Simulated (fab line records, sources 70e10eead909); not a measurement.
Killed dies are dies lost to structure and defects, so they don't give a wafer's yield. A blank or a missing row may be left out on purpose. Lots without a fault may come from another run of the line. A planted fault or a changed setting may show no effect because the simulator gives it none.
fab line records | flow nand_harc
record lots=6 wafers=18 last_day=30
route steps=1302 shown A_BLC@1120
lots that met no fault: from a run of the same line without faults
start_h: hours from the record's first day to the start of the lot's first wafer shown | wait_h: hours since the lot's step before | " the same as in the row above | L1.1+2: a row that stands for several wafers | - no value, or no start given | * or withheld: withheld | < > ~ a bound
route shown NAME@n: a module of which the file shows steps, and the number in the route of the first | usual: mean/standard deviation of fault-free wafers | same: alike in all rows | chamber/n: place in a boat | sites: the reading at each site | _std_site: their standard deviation | _edge_site: outer sites' mean less inner sites' | radius_mm: how far each site lies from the wafer's centre | mask NAME#n: copy n | behind: the tool/chamber that last shaped the wafer | hold: why the lot was held/for how many hours/how that ended | device: the transistor (n, p or np) that didn't switch | end of line: the same wafers' tests at the end of the route | a step without rows: its recipe alone | killed: dies lost to structure and defects at the first sort, not the wafer's yield | map: a wafer's dies, x killed, . not, _ none there
set.NAME: the setting as run; set.NAME@STEP: as run at that earlier step | model.NAME: the simulator's own value behind a step, which no gauge read
lots at some steps of the route; a table a step, a row a wafer
services: from which hour (start_h, from the record's first day; less than 0 if before it) a tool's chamber was out of use, for how many hours, and why
## steps
# step NHARC_A_BLC_DESCUM_15
# recipe time_s=3 o2_flow_sccm=200 ar_flow_sccm=0 bias_power_w=0 chemistry=O2
# usual drypump_motor_current_A=5.7/0.43 o2_flow_sccm=200.0/0.61 oes_product_au=0.995/0.0089 rf_vpp_V=57.5/0.79 showerhead_plenum_p_Torr=1.88/0.095 throttle_valve_pct=11.311/0.0091
# columns lot.wafer tool chamber start_h wait_h drypump_motor_current_A o2_flow_sccm oes_product_au rf_hours_counter_h rf_vpp_V showerhead_plenum_p_Torr throttle_valve_pct
L440.2 rie_diel-11 1 551.59 0.1 6.2 200.4 0.979 10 58.5 1.98 11.306
L440.4 " 0 " " 5.8 200.2 0.994 - 56.0 1.81 11.320
L440.6 " 1 " " 6.2 199.8 0.990 - 58.3 1.98 11.304
L443.3 rie_diel-01 3 553.02 0.1 5.3 199.4 0.988 14 57.8 1.86 11.298
L443.2 " 1 " " 6.5 200.1 0.993 15 56.5 2.01 11.302
L443.5 " 0 " " 5.1 199.8 0.998 - 57.1 1.78 11.312
L451.1 rie_diel-01 2 654.03 0.1 5.5 199.5 1.005 8 57.6 1.77 11.312
L451.3 " 1 " " 6.5 199.7 1.012 8 57.3 2.01 11.327
L451.6 " 3 " " 5.2 201.0 0.988 - 57.6 1.86 11.315
L452.1 rie_diel-11 2 659.35 0.1 5.7 199.5 1.003 2 57.7 2.05 11.308
L452.4 " 3 " " 5.2 199.5 0.999 2 57.7 1.81 11.311
L452.6 " 2 " " 5.7 199.4 1.014 - 57.7 2.05 11.316
L453.1 rie_diel-12 3 659.69 0.1 6.0 199.1 0.983 10 58.2 1.91 11.318
L453.6 " 1 " " 5.9 199.3 0.989 - 58.5 1.87 11.320
L453.5 " 2 " " 5.8 199.3 0.995 - 57.8 1.89 11.313
L454.4 rie_diel-11 1 671.93 0.1 6.2 200.4 1.001 3 57.3 1.97 11.319
L454.1 " 2 " " 5.7 200.6 1.004 3 59.5 2.05 11.306
L454.5 " 0 " " 5.9 200.6 0.973 - 57.4 1.81 11.293
# step NHARC_A_BLC_ETCH_16
# recipe target_depth_a=390 over_etch_frac=0.3 time_s=65 ion_energy_ev=80 cf4_flow_sccm=150 ar_flow_sccm=0 rf_w=300 bias_w=100 chemistry=CF4
# step NHARC_A_BLC_ETCH_17
# recipe target_depth_a=3900 over_etch_frac=0.25 time_s=609.38 ion_energy_ev=200 n2_flow_sccm=150 h2_flow_sccm=150 ar_flow_sccm=0 rf_w=400 bias_w=150 chemistry=N2/H2
# step NHARC_A_BLC_ETCH_18
# recipe target_depth_a=9100 c4f8_flow_sccm=20 o2_flow_sccm=10 ar_flow_sccm=withheld rf_w=600 bias_w=1500 chemistry=C4F8/O2/Ar
# step NHARC_A_BLC_CD_MEAS_19
# usual cd_nm=101.2/2.1
# columns lot.wafer tool chamber start_h wait_h cd_nm
L440.2 cd_sem-01 - 553.09 - 104.9
L440.4 " - " " 97.7
L440.6 " - " " 105.2
L443.2 cd_sem-01 - 553.99 - 105.3
L443.3 " - " " 108.7
L443.5 " - " " 102.0
L451.1 cd_sem-03 - 655.01 - 98.8
L451.3 " - " " 102.3
L451.6 " - " " 103.7
L452.1 cd_sem-02 - 660.30 - 101.9
L452.4 " - " " 101.8
L452.6 " - " " 101.2
L453.1 cd_sem-01 - 661.12 - 102.5
L453.5 " - " " 97.1
L453.6 " - " " 102.1
L454.1 cd_sem-02 - 672.88 - 99.1
L454.4 " - " " 102.3
L454.5 " - " " 101.5
# step NHARC_A_BLC_STRIP_29
# recipe cf4_flow_sccm=150 ar_flow_sccm=0 bias_w=0 chemistry=CF4
# usual drypump_motor_current_A=5.6/0.45 oes_product_au=0.996/0.0087 rf_vpp_V=59.3/0.9 showerhead_plenum_p_Torr=1.73/0.082 throttle_valve_pct=13.283/0.0087
# columns lot.wafer tool chamber start_h wait_h drypump_motor_current_A oes_product_au rf_hours_counter_h rf_vpp_V showerhead_plenum_p_Torr throttle_valve_pct
L440.2 rie_diel-11 0 553.19 0.1 5.8 1.007 10 58.5 1.68 13.277
L440.4 " 1 " " 6.2 0.994 - 61.3 1.82 13.285
L440.6 " 0 " " 5.8 0.997 - 59.4 1.68 13.294
L443.2 rie_diel-11 1 554.06 0.1 6.1 0.982 11 58.2 1.82 13.294
L443.3 " 1 " " 6.1 0.991 - 59.3 1.82 13.273
L443.5 " 1 " " 6.1 0.981 - 58.9 1.82 13.286
L451.1 rie_diel-12 2 655.08 0.1 5.8 1.005 9 59.6 1.75 13.262
L451.3 " 1 " " 5.9 0.985 11 59.7 1.73 13.286
L451.6 " 3 " " 6.0 0.996 - 59.2 1.77 13.283
L452.1 rie_diel-11 2 660.40 0.1 5.7 1.006 2 59.1 1.88 13.296
L452.4 " 3 " " 5.2 0.990 2 59.6 1.68 13.267
L452.6 " 0 " " 5.8 0.976 - 57.8 1.68 13.300
L453.1 rie_diel-01 1 661.22 0.1 6.5 1.001 9 59.9 1.85 13.295
L453.5 " 3 " " 5.3 0.996 - 59.9 1.72 13.292
L453.6 " 0 " " 5.1 0.996 - 59.2 1.65 13.269
L454.4 rie_diel-01 2 672.95 0.1 5.4 0.998 10 56.3 1.64 13.293
L454.1 " 1 " " 6.5 1.005 10 59.8 1.85 13.274
L454.5 " 3 " " 5.2 0.997 - 58.6 1.72 13.288
# step NHARC_A_BLC_STRIP_21
# recipe o2_flow_sccm=500 ar_flow_sccm=0 bias_w=0 chemistry=O2
# step NHARC_A_BLC_STRIP_22
# recipe time_s=600 temp_c=30 chemistry=post_etch_residue_remover
# step NHARC_A_BLC_DEGAS_30
# recipe temp_c=300 time_s=60
# usual heater_power_w=468/42
# columns lot.wafer tool chamber start_h wait_h heater_power_w
L440.4 pvd_sputter-03 - 553.81 - 506
L440.2 " - " " 461
L440.6 " - " " 498
L443.3 pvd_sputter-03 - 554.71 - 463
L443.2 " - " " 498
L443.5 " - " " 464
L451.1 pvd_sputter-02 - 655.61 - 395
L451.3 " - " " 445
L451.6 " - " " 435
L452.4 pvd_sputter-01 - 660.90 - 428
L452.1 " - " " 532
L452.6 " - " " 548
L453.1 pvd_sputter-03 - 661.73 - 527
L453.6 " - " " 525
L453.5 " - " " 445
L454.4 pvd_sputter-01 - 673.49 - 469
L454.1 " - " " 457
L454.5 " - " " 464
# step NHARC_A_BLC_PRE_CLEAN_31
# recipe time_s=15 bias_v=250 gas=Ar
# step NHARC_A_BLC_PVD_32
# recipe target_thk_a=50 chamber_pressure_pa=5 power_w=5000 substrate_temp_c=200 time_s=17.7 material=Ti
# usual throttle_valve_pct=29.8/1.1
# columns lot.wafer tool chamber start_h wait_h throttle_valve_pct
L440.4 pvd_sputter-03 - - - 29.5
L440.2 " - " " 30.5
L440.6 " - " " 29.7
L443.3 pvd_sputter-03 - - - 29.4
L443.2 " - " " 28.4
L443.5 " - " " 30.2
L451.1 pvd_sputter-02 - - - 28.0
L451.3 " - " " 29.6
L451.6 " - " " 31.2
L452.4 pvd_sputter-01 - - - 30.9
L452.1 " - " " 27.9
L452.6 " - " " 31.0
L453.1 pvd_sputter-03 - - - 28.3
L453.5 " - " " 29.4
L453.6 " - " " 28.2
L454.4 pvd_sputter-01 - - - 30.9
L454.1 " - " " 30.0
L454.5 " - " " 30.9
# step NHARC_A_BLC_ALD_23
# recipe target_thk_a=30 pulse_time_s=1 ald_cycles=150 temp_c=450 material=TiN
# usual heater_power_w=1091/70 precursor_pulse_height_rel=0.999/0.021
# same ald_cycles=150
# columns lot.wafer tool chamber start_h wait_h heater_power_w precursor_pulse_height_rel
L440.4 ald_metal-03 2 554.06 - 1075 0.991
L440.2 " 1 " " 1173 1.017
L440.6 " 3 " " 1110 0.998
L443.2 ald_metal-02 0 554.95 - 973 1.021
L443.3 " 1 " " 1095 1.009
L443.5 " 1 " " 1146 1.041
L451.1 ald_metal-01 3 655.87 - 1072 1.027
L451.3 " 0 " " 1131 1.013
L451.6 " 2 " " 1164 0.999
L452.1 ald_metal-03 1 661.15 - 1076 0.984
L452.4 " 3 " " 1127 0.975
L452.6 " 1 " " 1070 1.027
L453.1 ald_metal-02 2 662.00 - 1081 0.983
L453.5 " 2 " " 1071 1.037
L453.6 " 3 " " 1075 0.976
L454.4 ald_metal-01 1 673.74 - 951 0.981
L454.1 " 2 " " 1171 0.976
L454.5 " 1 " " 958 0.973
# step NHARC_A_BLC_CVD_24
# recipe target_thk_a=1500 temp_c=300 pressure_torr=40 wf6_flow_sccm=40 h2_flow_sccm=1600 ar_flow_sccm=1560 time_s=434 material=W
# usual heater_power_w=451/37 throttle_valve_pct=7.79/0.24
# columns lot.wafer tool chamber start_h wait_h heater_power_w throttle_valve_pct
L440.2 cvd_w-02 0 554.34 - 523 7.95
L440.4 " 1 " " 459 7.50
L440.6 " 1 " " 450 7.71
L443.2 cvd_w-02 1 555.15 - 461 7.68
L443.3 " 1 " " 453 7.74
L443.5 " 0 " " 509 7.73
L451.1 cvd_w-01 0 656.13 - 435 7.72
L451.3 " 1 " " 416 7.71
L451.6 " 0 " " 420 7.66
L452.1 cvd_w-02 1 661.35 - 454 7.38
L452.4 " 1 " " 447 7.31
L452.6 " 1 " " 446 7.52
L453.1 cvd_w-01 0 662.21 - 441 7.63
L453.6 " 0 " " 435 7.93
L453.5 " 1 " " 430 8.01
L454.1 cvd_w-01 0 674.00 - 429 7.96
L454.4 " 0 " " 432 7.97
L454.5 " 1 " " 414 7.89
# step NHARC_A_BLC_CMP_25
# recipe t_overpolish_s=30 target_thk_nm=150
# usual motor_current_A=12.1/1.7 overpolish_run_s=29.999/0.0089 time_to_endpoint_s=29.1/2.8
# same t_overpolish_s=30
# columns lot.wafer tool chamber start_h wait_h motor_current_A overpolish_run_s time_to_endpoint_s
L440.2 cmp-04 2 554.88 0.5 14.8 30.008 8.9
L440.4 " 3 " " 10.1 29.997 32.9
L440.6 " 3 " " 10.2 29.990 30.2
L443.2 cmp-04 2 555.67 0.4 14.2 30.008 25.9
L443.3 " 0 " " 11.1 30.004 30.6
L443.5 " 3 " " 10.9 29.997 15.1
L451.3 cmp-03 2 656.59 0.3 13.4 30.005 31.1
L451.1 " 0 " " 11.7 30.002 24.9
L451.6 " 2 " " 13.5 30.003 30.2
L452.4 cmp-01 2 661.87 0.3 10.5 29.998 28.2
L452.1 " 1 " " 12.6 29.992 25.2
L452.6 " 2 " " 10.2 30.023 26.0
L453.1 cmp-04 1 662.77 0.5 11.4 29.997 26.1
L453.6 " 0 " " 10.8 29.995 32.2
L453.5 " 1 " " 11.2 30.002 24.5
L454.1 cmp-03 1 674.48 0.4 10.5 29.994 31.7
L454.4 " 2 " " 13.0 29.986 31.4
L454.5 " 0 " " 11.4 30.003 28.8
## services
# columns tool chamber start_h hours kind
pvd_sputter-03 - 532.05 10.0 pm
rie_diel-11 3 535.36 21.3 repair
ald_metal-01 0 536.53 6.3 repair
pvd_sputter-01 - 537.01 4.0 repair
rie_diel-11 2 539.79 16.3 repair
cmp-04 - 541.55 3.7 repair
rie_diel-11 - 541.86 1.2 repair
cvd_w-01 - 547.00 13.0 pm
cmp-03 - 554.08 4.0 pm
rie_diel-01 - 558.12 9.0 pm
ald_metal-01 2 559.06 52.2 repair
cmp-04 - 561.49 0.8 repair
cmp-04 - 563.85 8.7 repair
ald_metal-03 - 568.00 10.0 pm
rie_diel-12 0 570.96 13.3 repair
pvd_sputter-01 - 583.23 10.0 pm
rie_diel-01 0 596.18 2.5 repair
cmp-04 - 601.14 4.0 pm
rie_diel-11 - 609.50 9.0 pm
ald_metal-02 - 610.00 10.0 pm
pvd_sputter-02 - 617.40 8.5 repair
cvd_w-02 - 631.55 13.0 pm
cmp-04 - 642.02 1.8 repair
cmp-04 - 647.95 1.9 repair
## key
first_sign step=NHARC_A_BLC_CMP_25 reading=time_to_endpoint_s direction=down sigmas=6 usual=* struck=*
effect none on later readings
met_at NHARC_A_BLC_CVD_24
struck_wafers L440.2,L443.5
tester_left_out L440,L443
fault kind=process_parameter_drift tool=cvd_w-02 chamber=0 onset_h=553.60 steps=NHARC_A_BLC_CVD_24 channel=target_thk_a offset=* shape=step end_h=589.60 acts_in=* stated=*
# tester_left_out: of these lots the tester's yield and bins aren't shown, on N5 and GAA mostly nor the transistor test; their killed dies are dies lost to structure and defects alone, not to doping, threshold or leakage, so they don't give the yield
